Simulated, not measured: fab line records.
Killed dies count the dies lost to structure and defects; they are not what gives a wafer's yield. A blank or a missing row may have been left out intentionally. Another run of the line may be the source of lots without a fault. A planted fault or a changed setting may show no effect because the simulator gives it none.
fab line records ; flow n5Finfet
[record] lots = 9; wafers = 27; lastDay = 18
route steps=1938 shown BEOL_M7@1280 PASSIVATION@1936
lots untouched by any fault: they come from a run of this same line in which no faults occurred
startH: start of the lot's first displayed wafer, in hours after the record's first day ; waitH: hours since the lot's step before ; " repeats the value in the row above ; L1.1+2: a row that stands for several wafers ; - value missing, or start not given ; * or withheld: withheld ; < > ~ a bound
route shown NAME@n: a module of which the file shows steps, and the number in the route of the first ; usual: mean/standard deviation of fault-free wafers ; same: alike in all rows ; chamber/n: place in a boat ; sites: the reading at each site ; _std_site: standard deviation of those values ; _edge_site: inner sites' mean taken away from outer sites' mean ; radiusMm: how far each site lies from the wafer's centre ; mask NAME#n: copy n ; behind: tool/chamber where the wafer was last shaped ; hold: reason for holding the lot/hours on hold/outcome of the hold ; device: names the non-switching transistor (n, p or np) ; end of line: tests of these same wafers at the route's end ; a step given without rows: its recipe and nothing more ; killed: the dies lost at the first sort to structure and to defects; this is not the yield of the wafer ; map: a wafer's dies, x killed, . not, _ none there
set.NAME: the setting as run; set.NAME@STEP: as run at that earlier step ; model.NAME: the simulator's own value behind a step, which no gauge read
a sample of lots followed through the steps of the route, with each step as a table and each wafer as a row
services: when a tool's chamber went out of use (startH, in hours from the record's first day, below 0 if earlier), for how many hours, and the reason
[[steps]]
[step N5_BEOL_M7_ETCH_61]
[recipe] chemistry = CF4; target = SiARC; targetDepthA = 455; maskMaterial = CAR-ArF; timeS = 75.8; ionEnergyEv = 80; pressureMtorr = 40; sourceW = 545; biasW = 36; Ar_flow_sccm = 100; cf4FlowSccm = 100; ends = cleared
[usual] biasW = 36.00/0.1; drypumpMotorCurrentA = 5.38/0.26; etchRfOnTimeS = 75.3/1.6; oesProductAu = 0.70/0.087; rfVppV = 184.4/0.96; showerheadPlenumPTorr = 2.16/0.056; throttleValvePct = 15.50/0.2
lot.wafer;tool;chamber;startH;waitH;biasW;drypumpMotorCurrentA;etchRfOnTimeS;oesProductAu;rfHoursCounterH;rfVppV;showerheadPlenumPTorr;throttleValvePct
L799.1;rieDiel-03;2;246.54;0.0;36.10;5.22;77.8;0.57;249;183.6;2.11;15.84
L799.3;rieDiel-03;1;246.54;0.0;35.98;5.29;76.0;0.68;79;184.0;2.27;15.62
L799.6;rieDiel-03;1;246.54;0.0;35.91;5.30;76.5;0.67;-;186.4;2.27;15.62
L802.1;rieDiel-03;0;252.66;0.0;35.93;5.94;78.1;0.59;215;184.9;2.11;15.44
L802.4;rieDiel-03;1;252.66;0.0;35.81;5.26;76.0;0.68;-;185.8;2.27;15.63
L802.5;rieDiel-03;0;252.66;0.0;35.87;5.93;77.8;0.60;-;184.0;2.11;15.44
L803.1;rieDiel-03;1;256.29;0.0;35.92;5.28;75.4;0.68;82;185.5;2.27;15.64
L803.3;rieDiel-03;3;256.29;0.0;36.03;5.14;74.5;0.81;6;185.7;2.19;15.46
L803.6;rieDiel-03;3;256.29;0.0;35.89;5.15;74.6;0.81;-;185.0;2.19;15.44
L804.3;rieDiel-03;2;273.87;0.0;35.99;5.27;76.3;0.82;2;183.6;2.11;15.34
L804.4;rieDiel-03;3;273.87;0.0;35.93;5.12;74.2;0.81;8;185.9;2.19;15.46
L804.5;rieDiel-03;2;273.87;0.0;36.05;5.23;76.5;0.82;-;185.1;2.11;15.34
L805.2;rieDiel-05;3;276.10;0.0;36.15;5.30;78.0;0.60;190;185.1;2.12;15.69
L805.3;rieDiel-05;1;276.10;0.0;35.92;5.44;76.1;0.74;53;184.5;2.08;15.18
L805.5;rieDiel-05;2;276.10;0.0;36.00;5.70;73.2;0.77;-;185.2;2.18;15.28
L813.2;rieDiel-05;3;319.96;0.0;36.09;5.33;76.9;0.59;207;184.5;2.11;15.72
L813.3;rieDiel-05;0;319.96;0.0;36.05;5.00;74.4;0.78;32;183.6;2.18;15.58
L813.6;rieDiel-05;3;319.96;0.0;35.92;5.32;76.6;0.59;-;183.7;2.11;15.70
L812.1;rieDiel-03;1;331.19;0.0;36.14;5.28;76.5;0.65;107;184.7;2.26;15.67
L812.4;rieDiel-03;0;331.19;0.0;35.98;5.93;78.9;0.58;240;183.9;2.10;15.48
L812.5;rieDiel-03;2;331.19;0.0;35.92;5.27;76.0;0.76;-;183.2;2.10;15.39
L814.1;rieDiel-05;3;332.86;0.0;36.13;5.33;76.1;0.59;211;183.5;2.11;15.71
L814.3;rieDiel-05;2;332.86;0.0;36.05;5.68;71.3;0.76;46;182.7;2.18;15.32
L814.4;rieDiel-05;1;332.86;0.0;35.96;5.47;75.3;0.72;76;182.6;2.08;15.24
L815.3;rieDiel-05;1;338.91;0.0;35.86;5.45;74.0;0.73;77;182.9;2.08;15.22
L815.5;rieDiel-05;2;338.91;0.0;35.82;5.67;71.1;0.76;-;185.0;2.18;15.32
L815.6;rieDiel-05;3;338.91;0.0;35.99;5.31;76.6;0.59;-;183.8;2.11;15.72
[step N5_BEOL_M7_ETCH_72]
[recipe] chemistry = N2/H2; target = underlayer; targetDepthA = 65; maskMaterial = CAR-EUV; timeS = 5.2; ionEnergyEv = 200; pressureMtorr = 30; sourceW = 840; biasW = 150; n2FlowSccm = 200; h2FlowSccm = 200; ends = cleared
[usual] biasW = 150.0/0.48; drypumpMotorCurrentA = 5.41/0.29; etchRfOnTimeS = 5.19/0.11; oesProductAu = 0.68/0.087; rfVppV = 524.3/2.2; showerheadPlenumPTorr = 2.56/0.065; throttleValvePct = 17.83/0.26
lot.wafer;tool;chamber;startH;waitH;biasW;drypumpMotorCurrentA;etchRfOnTimeS;oesProductAu;rfHoursCounterH;rfVppV;showerheadPlenumPTorr;throttleValvePct
L799.1;rieDiel-03;1;248.93;0.0;150.2;5.29;5.28;0.67;79;529.6;2.67;17.65
L799.3;rieDiel-03;0;248.93;0.0;150.2;5.94;5.37;0.59;213;524.6;2.51;17.59
L799.6;rieDiel-03;3;248.93;0.0;149.5;5.16;5.07;0.83;-;527.9;2.62;17.82
L802.1;rieDiel-06;1;254.83;0.0;150.8;5.47;5.08;0.78;18;526.2;2.60;17.55
L802.4;rieDiel-06;3;254.83;0.0;150.2;5.36;5.27;0.60;190;524.2;2.53;18.13
L802.5;rieDiel-06;1;254.83;0.0;150.1;5.47;5.02;0.77;-;526.1;2.60;17.59
L803.1;rieDiel-06;3;257.28;0.0;150.0;5.36;5.27;0.60;191;521.2;2.53;18.11
L803.3;rieDiel-06;1;257.28;0.0;149.7;5.44;5.09;0.77;19;526.7;2.60;17.58
L803.6;rieDiel-06;0;257.28;0.0;148.7;5.08;5.14;0.62;-;525.9;2.66;17.96
L804.3;rieDiel-06;0;275.39;0.0;149.7;5.08;5.07;0.61;180;524.6;2.66;17.95
L804.4;rieDiel-06;3;275.39;0.0;150.0;5.34;5.22;0.59;196;524.0;2.53;18.12
L804.5;rieDiel-06;3;275.39;0.0;149.9;5.34;5.26;0.60;-;525.0;2.53;18.13
L805.2;rieDiel-06;2;277.03;0.0;150.0;5.88;5.21;0.62;216;523.6;2.54;18.51
L805.3;rieDiel-06;1;277.03;0.0;149.9;5.41;5.15;0.77;25;525.2;2.60;17.59
L805.5;rieDiel-06;1;277.03;0.0;149.9;5.43;5.07;0.77;-;524.7;2.60;17.58
L813.2;rieDiel-03;0;320.86;0.0;150.4;5.94;5.37;0.58;237;522.3;2.50;17.61
L813.3;rieDiel-03;2;320.86;0.0;149.9;5.26;5.23;0.77;18;520.5;2.49;17.75
L813.6;rieDiel-03;2;320.86;0.0;150.5;5.25;5.24;0.76;-;522.7;2.49;17.76
L812.1;rieDiel-05;0;332.31;0.0;149.6;5.04;5.16;0.78;36;523.3;2.61;17.93
L812.4;rieDiel-05;3;332.31;0.0;149.7;5.33;5.14;0.59;210;524.1;2.51;18.06
L812.5;rieDiel-05;3;332.31;0.0;150.6;5.33;5.20;0.60;-;520.9;2.51;18.07
L814.1;rieDiel-03;1;334.65;0.0;150.3;5.27;5.20;0.66;108;528.2;2.65;17.71
L814.3;rieDiel-03;0;334.65;0.0;149.7;5.94;5.28;0.58;241;523.0;2.50;17.62
L814.4;rieDiel-03;2;334.65;0.0;150.2;5.26;5.22;0.77;22;521.7;2.49;17.74
L815.3;rieDiel-05;2;340.60;0.0;150.8;5.66;4.93;0.76;48;524.4;2.59;17.73
L815.5;rieDiel-05;0;340.60;0.0;149.7;5.03;5.25;0.76;-;525.0;2.61;17.92
L815.6;rieDiel-05;1;340.60;0.0;149.8;5.47;5.14;0.70;-;523.1;2.47;17.49
[step N5_BEOL_M7_ETCH_41]
[recipe] chemistry = CH3F/O2; target = SiCN; targetDepthA = 319; taperDeg = 2; timeS = 57.8; ionEnergyEv = 120; maskMaterial = TiN; pressureMtorr = 30; sourceW = 395; biasW = 75; Ar_flow_sccm = 150; CH3F_flow_sccm = 30; O2_flow_sccm = 20
[usual] biasW = 75.02/0.22; drypumpMotorCurrentA = 5.40/0.29; oesProductAu = 0.80/0.1; rfVppV = 297.6/1.2; showerheadPlenumPTorr = 2.02/0.054; throttleValvePct = 16.26/0.2
lot.wafer;tool;chamber;startH;waitH;biasW;drypumpMotorCurrentA;oesProductAu;rfHoursCounterH;rfVppV;showerheadPlenumPTorr;throttleValvePct
L799.1;rieDiel-03;1;249.20;-;74.75;5.27;0.80;79;299.3;2.13;16.34
L799.3;rieDiel-03;0;249.20;-;75.36;5.93;0.70;213;296.4;1.97;16.17
L799.6;rieDiel-03;3;249.20;-;75.05;5.13;0.97;-;297.5;2.04;16.15
L802.1;rieDiel-06;1;255.10;-;74.68;5.42;0.91;19;298.7;2.05;16.14
L802.4;rieDiel-06;3;255.10;-;75.03;5.31;0.70;190;295.4;1.99;16.54
L802.5;rieDiel-06;1;255.10;-;74.78;5.44;0.91;-;298.0;2.05;16.14
L803.1;rieDiel-06;3;257.55;-;75.02;5.30;0.70;191;297.1;1.99;16.53
L803.3;rieDiel-06;1;257.55;-;74.95;5.41;0.89;20;297.9;2.05;16.15
L803.6;rieDiel-06;0;257.55;-;75.00;5.06;0.71;-;299.3;2.08;16.31
L804.3;rieDiel-06;0;275.66;-;78.43;5.08;0.73;181;306.4;2.08;16.32
L804.4;rieDiel-06;3;275.66;-;78.28;5.30;0.70;196;306.9;1.99;16.55
L804.5;rieDiel-06;3;275.66;-;78.32;5.29;0.70;-;305.1;1.99;16.55
L805.2;rieDiel-06;2;277.30;-;78.30;5.91;0.73;216;305.5;1.97;16.66
L805.3;rieDiel-06;1;277.30;-;78.54;5.40;0.91;25;305.9;2.05;16.16
L805.5;rieDiel-06;1;277.30;-;78.63;5.42;0.90;-;307.2;2.05;16.15
L813.2;rieDiel-03;0;321.13;-;75.04;5.91;0.68;237;296.2;1.97;16.20
L813.3;rieDiel-03;2;321.13;-;74.86;5.23;0.92;18;296.8;1.96;16.09
L813.6;rieDiel-03;2;321.13;-;75.28;5.21;0.91;-;296.7;1.96;16.08
L812.1;rieDiel-05;0;332.58;-;74.74;5.01;0.91;36;297.2;2.03;16.27
L812.4;rieDiel-05;3;332.58;-;74.99;5.32;0.70;210;295.7;1.98;16.44
L812.5;rieDiel-05;3;332.58;-;75.05;5.33;0.71;-;297.6;1.98;16.43
L814.1;rieDiel-03;1;334.91;-;75.32;5.29;0.77;108;299.7;2.12;16.39
L814.3;rieDiel-03;0;334.91;-;75.38;5.92;0.68;242;296.4;1.97;16.21
L814.4;rieDiel-03;2;334.91;-;74.95;5.24;0.90;22;296.4;1.96;16.09
L815.3;rieDiel-05;2;340.87;-;75.01;5.66;0.88;48;297.2;2.05;16.10
L815.5;rieDiel-05;0;340.87;-;74.85;5.04;0.91;-;297.2;2.03;16.27
L815.6;rieDiel-05;1;340.87;-;75.65;5.45;0.85;-;297.2;1.93;15.95
[step N5_BEOL_M7_CURE_75]
[recipe] tempC = 370; timeS = 120; ambient = DMADMS/He; material = SiCOH_lowk
[usual] lampPowerPct = 52.32/0.055; wafer_temp_C_max = 371.7/0.54
lot.wafer;tool;chamber;startH;waitH;lampPowerPct;wafer_temp_C_max
L799.1;uvCure-02;0;249.53;0.0;52.29;371.0
L799.3;uvCure-02;0;249.53;0.0;52.26;371.4
L799.6;uvCure-02;0;249.53;0.0;52.35;371.2
L802.1;uvCure-03;2;255.44;0.1;52.38;371.5
L802.4;uvCure-03;2;255.44;0.1;52.42;371.5
L802.5;uvCure-03;2;255.44;0.1;52.36;371.6
L803.1;uvCure-03;1;258.08;0.3;52.30;371.2
L803.3;uvCure-03;1;258.08;0.3;52.36;371.0
L803.6;uvCure-03;1;258.08;0.3;52.37;371.2
L804.3;uvCure-02;1;276.09;0.1;52.34;372.1
L804.4;uvCure-02;1;276.09;0.1;52.27;372.1
L804.5;uvCure-02;1;276.09;0.1;52.29;371.5
L805.2;uvCure-02;0;277.67;0.1;52.35;371.1
L805.3;uvCure-02;0;277.67;0.1;52.39;371.5
L805.5;uvCure-02;0;277.67;0.1;52.41;371.2
L813.2;uvCure-01;0;321.50;0.1;52.35;371.6
L813.3;uvCure-01;0;321.50;0.1;52.40;371.6
L813.6;uvCure-01;0;321.50;0.1;52.25;372.1
L812.1;uvCure-02;1;332.90;0.0;52.27;372.7
L812.4;uvCure-02;1;332.90;0.0;52.29;372.7
L812.5;uvCure-02;1;332.90;0.0;52.24;372.1
L814.1;uvCure-03;2;335.23;0.0;52.33;372.2
L814.3;uvCure-03;2;335.23;0.0;52.34;371.6
L814.4;uvCure-03;2;335.23;0.0;52.35;371.9
L815.3;uvCure-02;2;341.39;0.2;52.31;371.4
L815.5;uvCure-02;2;341.39;0.2;52.38;371.5
L815.6;uvCure-02;2;341.39;0.2;52.34;371.2
[step N5_PASSIVATION_PROBE_49]
[usual] defectLimitedYield = 91.3/1.4; killed_at_M0_to_M3 = 36/11; killed_at_M4_up = 13/5.2; killedAtContacts = 13/6.5; killedAtFrontEnd = 37/11; killedAtOther = 3.6/2.9; killedDies = 103/17; killedOpen = 68/12; killedShort = 33/7.3; sort_bin_4_leakage = 0.01/0.039; sort_bin_5_function = 5.2/0.91; sort_bin_6_memory = 3.2/0.67; sort_bin_8_speed = 0.00/0.0099; sortNPass = 1077/17; sortYieldPct = 91.3/1.4
[same] grossDies = 1180; killedAtBackSide = 0
lot.wafer;tool;chamber;startH;waitH;defectLimitedYield[%];killed_at_M0_to_M3;killed_at_M4_up;killedAtContacts;killedAtFrontEnd;killedAtOther;killedDies;killedOpen;killedShort;sort_bin_4_leakage[%];sort_bin_5_function[%];sort_bin_6_memory[%];sort_bin_8_speed[%];sortNPass;sortYieldPct[%]
L812.1;prober-02;-;409.66;0.0;89.7;48;21;13;37;3;122;85;33;0;6.4;3.2;0;1058;89.7
L812.4;prober-02;-;409.81;0.2;91.7;45;14;18;18;3;98;63;32;0;5.0;3.1;0;1082;91.7
L812.5;prober-02;-;409.86;0.2;89.7;46;14;18;40;3;121;78;39;0;6.5;3.4;0;1059;89.7
// killed by level:class
L812.1 MOL_CONTACT_COAG:geometricParticle:open=12 BEOL_M0_SAQP:geometricParticle:short=12 FIN_SAQP:geometricParticle:open=11 BEOL_M2:geometricParticle:open=10 BEOL_M3:geometricParticle:open=10 BEOL_M4:geometricParticle:open=9 STARTING-WAFER:geometricParticle:open=6 FIN_SAQP:geometricParticle:short=4
L812.4 MOL_CONTACT_COAG:geometricParticle:open=15 BEOL_M2:geometricParticle:open=12 BEOL_M0_SAQP:geometricParticle:short=8 BEOL_M1:geometricParticle:open=7 GATE_CUT:geometricParticle:short=6 BEOL_M3:geometricParticle:open=6 BEOL_M4:geometricParticle:open=6 FIN_SAQP:geometricParticle:open=5
L812.5 MOL_CONTACT_COAG:geometricParticle:open=13 BEOL_M0_SAQP:geometricParticle:open=11 BEOL_M1:geometricParticle:open=8 FIN_SAQP:geometricParticle:short=7 GATE_CUT:geometricParticle:short=7 BEOL_M2:geometricParticle:open=7 BEOL_M3:geometricParticle:open=7 GATE_CUT:geometricParticle:open=6
[[services]]
tool;chamber;startH;hours;kind
rieDiel-03;-;223.67;1.2;repair
rieDiel-06;3;226.39;4.2;repair
rieDiel-06;2;227.03;16.7;repair
rieDiel-03;2;249.30;-;clean
rieDiel-03;2;249.30;-;consumableReplace:focusRing
rieDiel-03;2;249.30;16.8;scheduledDown
rieDiel-03;2;249.30;16.8;ventCycle
rieDiel-03;-;252.99;2.8;pm
rieDiel-03;3;257.10;10.3;repair
uvCure-02;-;263.93;0.6;repair
rieDiel-03;0;275.51;4.4;repair
rieDiel-03;-;281.98;0.1;repair
uvCure-03;-;282.75;1.0;pm
rieDiel-06;0;287.29;12.3;repair
rieDiel-05;2;295.07;17.0;repair
uvCure-02;-;296.25;4.3;repair
uvCure-02;-;311.98;7.5;pm
rieDiel-05;2;316.07;4.0;repair
rieDiel-03;3;317.28;3.7;repair
[[key]]
[firstSign] step = N5_BEOL_M7_ETCH_41; reading = biasW; direction = up; sigmas = 16; usual = *; struck = *
[effect] step = N5_BEOL_M7_ETCH_41; reading = rfVppV; direction = up; sigmas = 7.3; usual = 297.6; struck = 306.2
metAt N5_BEOL_M7_ETCH_41
struckLots L804,L805
notActingAt N5_BEOL_M7_ETCH_61,N5_BEOL_M7_ETCH_72,N5_BEOL_M7_CURE_75
onsetBetween 257.55 275.66
[fault] kind = processParameterDrift; tool = rieDiel-06; chamber = -; onsetH = 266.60; steps = N5_BEOL_M7_ETCH_41; channel = biasW; offset = *; shape = step; endH = 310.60; actsIn = *; stated = *
